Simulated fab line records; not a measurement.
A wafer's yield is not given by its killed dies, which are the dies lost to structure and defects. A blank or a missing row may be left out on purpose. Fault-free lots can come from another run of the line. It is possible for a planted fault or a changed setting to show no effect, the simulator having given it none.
A struck lot beside a sound one || flow nand-harc || 13 steps out of a route of 1302
Sound: wafers L922.2, L922.4, L922.6. Struck: wafer L936.3 (left out: L936.5, L936.6 of the same lot, which were not struck); the cause appears at the end.
At each step with rows: each side's tool, then ch and its chambers, then its first start. Under that, the readings that differ: sound wafers || struck wafers || difference of the means || sigmas: that difference in standard deviations of wafers without a fault.
alike: a reading whose means differ by less than 2 such deviations, as well as words and numbers matching on both sides. not compared: withheld readings; readings where some wafer has no value; bounds like >300 that might hide an equal value; numbers whose values overlap and for which the record gives no deviation.
The two part at a step that has a row with sigmas, a row that says differs or no value, or rows on one side only. When numbers do not overlap yet have no deviation, they are printed without sigmas and do not part them. Lack of a reading on every wafer of one side parts them only where that side has two or more wafers.

NHARC_A_STAIRCASE_DEP_156: deposits SiNx, target thk 50 nm.
  sound on pecvd-04 ch 0,1,2, day 18 05:38; struck on pecvd-04 ch 1, day 23 12:05
  alike: heater-power-outer-w, heater-power-w
then, 9 steps without rows for these wafers: NHARC_A_STAIRCASE_DEHYDRATE_158 (time 120 s); NHARC_A_STAIRCASE_HMDS_159 (time 30 s); NHARC_A_STAIRCASE_COAT_160; NHARC_A_STAIRCASE_SOFTBAKE_161 (time 170 s); NHARC_A_STAIRCASE_EBR_162; NHARC_A_STAIRCASE_EXPOSE_163 (exposes mask STAIR OPEN); NHARC_A_STAIRCASE_PEB_164 (peb time 130 s); NHARC_A_STAIRCASE_DEVELOP_165 (time 140 s); NHARC_A_STAIRCASE_HARDBAKE_167 (time 140 s).
NHARC_A_STAIRCASE_DESCUM_168: chemistry O2, time 3 s.
  sound on rie-diel-06 ch 0,1,3, day 18 06:32; struck on rie-diel-12 ch 3, day 23 13:05
  alike: drypump-motor-current-A, mfc-ar-sccm, o2-flow-sccm, oes-product-au, rf-vpp-V, showerhead-plenum-p-Torr, throttle-valve-pct
  not compared: rf-hours-counter-h
NHARC_A_STAIRCASE_ETCH_169: etches the open film in CH3F/O2, target depth 50 nm, time 107.1 s.
  sound on rie-diel-06 ch 0,1, day 18 06:47; struck on rie-diel-12 ch 0, day 23 13:11
{"reading": "mfc-ar-sccm (sccm)", "sound": "199.8 199.4 199.3", "struck": 201.3, "difference": "+1.8", "sigmas": "+3"}
{"reading": "rf-vpp-V (V)", "sound": "243.9 241.8 243.0", "struck": 247.8, "difference": "+4.9", "sigmas": "+2"}
{"reading": "run-length-s (s)", "sound": "128.5 127.8 128.6", "struck": 125.5, "difference": -2.8, "sigmas": -6}
  alike: drypump-motor-current-A, o2-flow-sccm, oes-product-au, showerhead-plenum-p-Torr, throttle-valve-pct
  not compared: rf-hours-counter-h
NHARC_A_STAIRCASE_ETCH_170: etches the open film in C4F6/O2, target depth 200 nm, time 66.667 s.
  sound on rie-diel-06 ch 1,2; struck on rie-diel-12 ch 0
  alike: drypump-motor-current-A, mfc-ar-sccm, o2-flow-sccm, oes-product-au, rf-vpp-V, run-length-s, showerhead-plenum-p-Torr, throttle-valve-pct
  not compared: rf-hours-counter-h

WHERE THEY PART
At NHARC_A_STAIRCASE_ETCH_169 and nowhere else, as far as this record goes. Later steps at which nothing parts them and some readings are alike: NHARC_A_STAIRCASE_ETCH_170.

WHY: whatever the simulator had introduced
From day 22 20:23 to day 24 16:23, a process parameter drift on rie-diel-12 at NHARC_A_STAIRCASE_ETCH_169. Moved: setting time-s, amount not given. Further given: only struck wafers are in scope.
